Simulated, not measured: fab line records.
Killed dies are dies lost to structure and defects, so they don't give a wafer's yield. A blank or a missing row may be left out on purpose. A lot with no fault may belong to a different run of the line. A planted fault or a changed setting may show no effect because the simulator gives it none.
Chamber matching	flow n5_finfet	4 sister chambers for N5_BEOL_M14_ETCH_68 on rie_diel-04
The step etches SOC in N2/H2, time 450 s. 4 wafers are shown with their chamber, then 11 later ones without.

== WAFERS, EACH WITH ITS CHAMBER ==
wafer	chamber	drypump_motor_current_A (A)
L082.6	3	5.8
L085.5	0	5.0
L085.6	2	6.8
L086.1	1	5.7

== WAFERS WITH NO CHAMBER GIVEN ==
wafer	drypump_motor_current_A (A)
L086.4	6.8
L086.5	5.0
L091.1	5.7
L091.4	5.8
L091.6	5.7
L093.1	5.7
L093.3	5.8
L093.5	5.0
L097.1	4.9
L097.3	5.8
L097.4	6.8

== EACH ONE'S CHAMBER ==
wafer	from the rows above	in truth
L086.4	2	2
L086.5	0	0
L091.1	1	1
L091.4	3	3
L091.6	1	1
L093.1	1	1
L093.3	3	3
L093.5	0	0
L097.1	0	0
L097.3	3	3
L097.4	2	2
Placed correctly: 11 of 11. Number that these rows cannot place: 0. 0 placed wrongly.
How it was worked out, from the rows above alone: a wafer's distance from a chamber is the root of the sum, over the readings, of the square of ((its reading less the chamber's mean) divided by the reading's scatter). The wafer belongs to the nearest chamber; if the next one is less than 2 further off, it can't be placed. The mean given for a chamber averages the wafers shown for that chamber. The scatter: root of mean squared gap, hidden wafer to nearest shown wafer, with one shown wafer a chamber.
